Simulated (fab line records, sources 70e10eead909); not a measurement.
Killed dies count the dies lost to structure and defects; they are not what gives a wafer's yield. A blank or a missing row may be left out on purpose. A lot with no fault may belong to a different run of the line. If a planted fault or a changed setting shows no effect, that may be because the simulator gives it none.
Matching of chambers | flow nand harc | NHARC_P_M1_PRE_CLEAN_32 on pecvd-01 has 3 sister chambers
The step time 12 s. 6 wafers are shown with their chamber, then 9 later ones without.

WAFERS WITH THEIR CHAMBER
wafer  | chamber | heater power w (W)
L089.5 | 0       | 470
L090.4 | 0       | 468
L090.5 | 1       | 887
L092.2 | 2       | 598
L092.4 | 2       | 618
L092.6 | 1       | 763

WAFERS WITH NO CHAMBER GIVEN
wafer  | heater power w (W)
L092.1 | 517
L092.3 | 752
L092.5 | 509
L097.1 | 491
L097.2 | 872
L097.6 | 860
L097.3 | 572
L097.4 | 599
L097.5 | 499

EACH ONE'S CHAMBER
wafer  | from the rows above     | in truth
L092.1 | can't be placed: 0 or 2 | 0
L092.3 | can't be placed: 1 or 2 | 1
L092.5 | can't be placed: 0 or 2 | 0
L097.1 | can't be placed: 0 or 2 | 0
L097.2 | 1                       | 1
L097.6 | 1                       | 1
L097.3 | can't be placed: 2 or 0 | 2
L097.4 | 2                       | 2
L097.5 | can't be placed: 0 or 2 | 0
Placed correctly: 3 of 9. Not placeable from these rows: 6 (in 6, the candidates include the true chamber). Number placed wrongly: 0.
How it was worked out, from the rows above alone: a wafer's distance from a chamber is the root of the sum, over the readings, of the square of ((its reading less the chamber's mean) divided by the reading's scatter). If the next closest chamber is less than 2 further off than the closest, the wafer can't be placed; otherwise it belongs to the closest. For every chamber, the mean is computed from those of its wafers that are shown. How the scatter is found: for the shown wafers, subtract from each reading the mean of its chamber, square and add these, divide the total by (wafers less chambers), then take the root.
